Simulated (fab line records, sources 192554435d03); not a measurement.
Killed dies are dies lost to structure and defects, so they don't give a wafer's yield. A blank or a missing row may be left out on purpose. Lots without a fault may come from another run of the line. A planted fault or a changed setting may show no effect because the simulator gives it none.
Split-lot experiment | flow n5_finfet | 7 lots, 21 wafers read, on a route of 1938 steps

THE SPLIT
At N5_BEOL_M6_DESCUM_33 (chemistry O2, time 7 s), the setting time_s was moved away from the recipe's 7 s on 10 of the 21 wafers read, by -16.4% to +20.8%. The other wafers ran this setting at the recipe's value.

The reading is taken at the split's own step.

THE READING
CAR-EUV_of_BEOL_M6_COAT_22.thk_nm (the simulator's own value, which no gauge read), in nm, at N5_BEOL_M6_DESCUM_33 (chemistry O2, time 7 s). The file gives no usual value for it. The 11 wafers here that ran the recipe average 26.1 nm, standard deviation 0.096 nm.

wafer  | tool, chamber at the split | time_s as run, s | against the recipe | CAR-EUV_of_BEOL_M6_COAT_22.thk_nm, nm | against lot-mates on the recipe
L074.1 | rie_diel-04, 3             | 5.852            | -16.4%             | 26.8                                  | +0.6
L074.2 | rie_diel-04, 0,2           | 7                | recipe             | 26.2                                  | -
L074.4 | rie_diel-04, 0,2           | 7                | recipe             | 26.2                                  | -
L077.1 | rie_diel-04, 2,0,3         | 5.925            | -15.4%             | 26.6                                  | no lot-mate on the recipe
L077.5 | rie_diel-04, 2,0,3         | 5.925            | -15.4%             | 26.6                                  | no lot-mate on the recipe
L077.6 | rie_diel-04, 2,0,3         | 5.925            | -15.4%             | 26.6                                  | no lot-mate on the recipe
L079.1 | rie_diel-04, 2             | 7                | recipe             | 26                                    | -
L079.2 | rie_diel-04, 0             | 8.457            | +20.8%             | 25.4                                  | -0.7
L079.3 | rie_diel-04, 3             | 7                | recipe             | 26.2                                  | -
L080.1 | rie_diel-05, 2,3           | 7                | recipe             | 26.2                                  | -
L080.4 | rie_diel-05, 2,3           | 7                | recipe             | 26.2                                  | -
L080.6 | rie_diel-05, 3             | 7                | recipe             | 26                                    | -
L084.2 | rie_diel-05, 3,1           | 7                | recipe             | 26                                    | -
L084.3 | rie_diel-05, 3,1           | 7                | recipe             | 26                                    | -
L084.6 | rie_diel-05, 1             | 8.243            | +17.8%             | 25.6                                  | -0.4
L092.1 | rie_diel-05, 1,2,3         | 7.548            | +7.8%              | 26                                    | no lot-mate on the recipe
L092.2 | rie_diel-05, 1,2,3         | 7.548            | +7.8%              | 26                                    | no lot-mate on the recipe
L092.3 | rie_diel-05, 1,2,3         | 7.548            | +7.8%              | 26                                    | no lot-mate on the recipe
L090.2 | rie_diel-04, 3,0           | 7                | recipe             | 26.2                                  | -
L090.5 | rie_diel-04, 3,0           | 7                | recipe             | 26.2                                  | -
L090.4 | rie_diel-04, 3             | 8.129            | +16.1%             | 25.4                                  | -0.8
Where a row lists several chambers, the file gives one row for several wafers and doesn't say which wafer went through which chamber.

THE FIT
A straight line over all 21 wafers: CAR-EUV_of_BEOL_M6_COAT_22.thk_nm changes by -0.0333 nm for each +1% of time_s; r = -0.96; the points scatter about the line by 0.11 nm.
The same after taking each lot's own level away (the mean of its wafers on the recipe; 15 wafers): -0.0348 nm for each +1%; r = -0.95; scatter 0.11 nm.
On that fit, the largest move of time_s shifts the reading by 0.73 nm.
The lots' own levels span 26.00 to 26.20 nm, that is 2.1 times the standard deviation above.
So the lot-to-lot level changes the slope little: the two slopes agree.
Check: with one of the wafers moved furthest among these (+20.8%) left out of the fit, the line predicts -0.735 nm for it against its lot-mates. It came out at -0.7 nm against them.

OTHER SPLITS ON THESE WAFERS
These wafers also went through other splits before the reading. Each is held against what the fit with the lots' levels taken away leaves over:
other split on the same wafers   | wafers away from the commonest value | r with CAR-EUV_of_BEOL_M6_COAT_22.thk_nm (lot level and that fit taken away)
N5_BEOL_M5_TRENCH_ETCH_37 bias_w | 8                                    | +0.20
N5_BEOL_M5_ETCH_41 source_w      | 4                                    | -0.39

THE FILE'S OWN FIT
CAR-EUV_of_BEOL_M6_COAT_22.thk_nm changes by -0.0348 nm for each +1% of time_s, r = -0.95.
